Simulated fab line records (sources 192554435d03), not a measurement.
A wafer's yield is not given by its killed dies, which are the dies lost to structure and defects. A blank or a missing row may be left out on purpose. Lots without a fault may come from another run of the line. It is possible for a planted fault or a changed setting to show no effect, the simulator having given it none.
Chamber matching :: flow n5Finfet :: uvCure-02 running N5_BEOL_M11_CURE_72: 3 sister chambers
The step cures SiCOH lowk, time 120 s. 3 wafers are shown with their chamber, then 11 later ones without.

## WAFERS, EACH WITH ITS CHAMBER
wafer: L084.4
chamber: 2
wafer_temp_C_max: 373.2

wafer: L087.5
chamber: 0
wafer_temp_C_max: 371.8

wafer: L092.1
chamber: 1
wafer_temp_C_max: 371.7

## WAFERS WITH NO CHAMBER GIVEN
wafer: L092.2
wafer_temp_C_max: 371.4

wafer: L092.6
wafer_temp_C_max: 372.0

wafer: L094.1
wafer_temp_C_max: 371.2

wafer: L094.5
wafer_temp_C_max: 371.8

wafer: L094.6
wafer_temp_C_max: 370.9

wafer: L095.1
wafer_temp_C_max: 371.5

wafer: L095.2
wafer_temp_C_max: 371.3

wafer: L095.4
wafer_temp_C_max: 370.9

wafer: L097.1
wafer_temp_C_max: 373.9

wafer: L097.3
wafer_temp_C_max: 373.4

wafer: L097.5
wafer_temp_C_max: 374.3

## WHICH CHAMBER EACH ONE RAN IN
wafer: L092.2
from the rows above: can't be placed: 1 or 0
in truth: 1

wafer: L092.6
from the rows above: can't be placed: 0 or 1 or 2
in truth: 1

wafer: L094.1
from the rows above: can't be placed: 1 or 0
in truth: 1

wafer: L094.5
from the rows above: can't be placed: 0 or 1
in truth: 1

wafer: L094.6
from the rows above: can't be placed: 1 or 0
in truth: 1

wafer: L095.1
from the rows above: can't be placed: 1 or 0
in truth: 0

wafer: L095.2
from the rows above: can't be placed: 1 or 0
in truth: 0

wafer: L095.4
from the rows above: can't be placed: 1 or 0
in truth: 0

wafer: L097.1
from the rows above: 2
in truth: 2

wafer: L097.3
from the rows above: 2
in truth: 2

wafer: L097.5
from the rows above: 2
in truth: 2
3 of 11 placed correctly. These rows do not allow placing 8 (true chamber among the candidates in 8). Placed wrongly: 0.
How it was worked out, from the rows above alone: a wafer's distance from a chamber is the root of the sum, over the readings, of the square of ((its reading less the chamber's mean) divided by the reading's scatter). The wafer belongs to the nearest chamber; if the next one is less than 2 further off, it can't be placed. A chamber's mean is the mean of its shown wafers. The scatter: with one shown wafer a chamber, the root of the mean of the squares of how far each hidden wafer lies from its nearest shown one.
